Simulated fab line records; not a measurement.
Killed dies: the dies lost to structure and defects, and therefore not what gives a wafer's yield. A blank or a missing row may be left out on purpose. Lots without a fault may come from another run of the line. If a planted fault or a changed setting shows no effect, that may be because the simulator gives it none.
Chamber matching    flow n5-finfet    rie-diel-05 running N5_SDB_ETCH_18: 4 sister chambers
The step etches SOC in N2/H2, target depth 100 nm, overetch 20 nm, time 150 s. 4 wafers are shown with their chamber, then 8 later ones without.

## WAFERS PAIRED WITH THEIR CHAMBERS
wafer   chamber  showerhead-plenum-p-Torr (Torr)
L080.5  0        2.50
L082.2  1        2.49
L082.4  2        2.65
L087.3  3        2.72

## WAFERS WITHOUT THEIR CHAMBER
wafer   showerhead-plenum-p-Torr (Torr)
L087.4  2.49
L087.5  2.64
L089.2  2.50
L089.4  2.64
L089.5  2.64
L090.1  2.48
L090.3  2.50
L090.5  2.64

## EACH ONE'S CHAMBER
wafer   from the rows above      in truth
L087.4  can't be placed: 1 or 0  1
L087.5  2                        2
L089.2  can't be placed: 0 or 1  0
L089.4  2                        2
L089.5  2                        2
L090.1  can't be placed: 1 or 0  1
L090.3  can't be placed: 0 or 1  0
L090.5  2                        2
Correctly placed: 4 of 8. These rows do not allow placing 4 (true chamber among the candidates in 4). Placed wrongly: 0.
How it was worked out, from the rows above alone: a wafer's distance from a chamber is the root of the sum, over the readings, of the square of ((its reading less the chamber's mean) divided by the reading's scatter). The wafer belongs to the nearest chamber; if the next one is less than 2 further off, it can't be placed. A chamber's mean is the mean of its shown wafers. The scatter: root of mean squared gap, hidden wafer to nearest shown wafer, with one shown wafer a chamber.
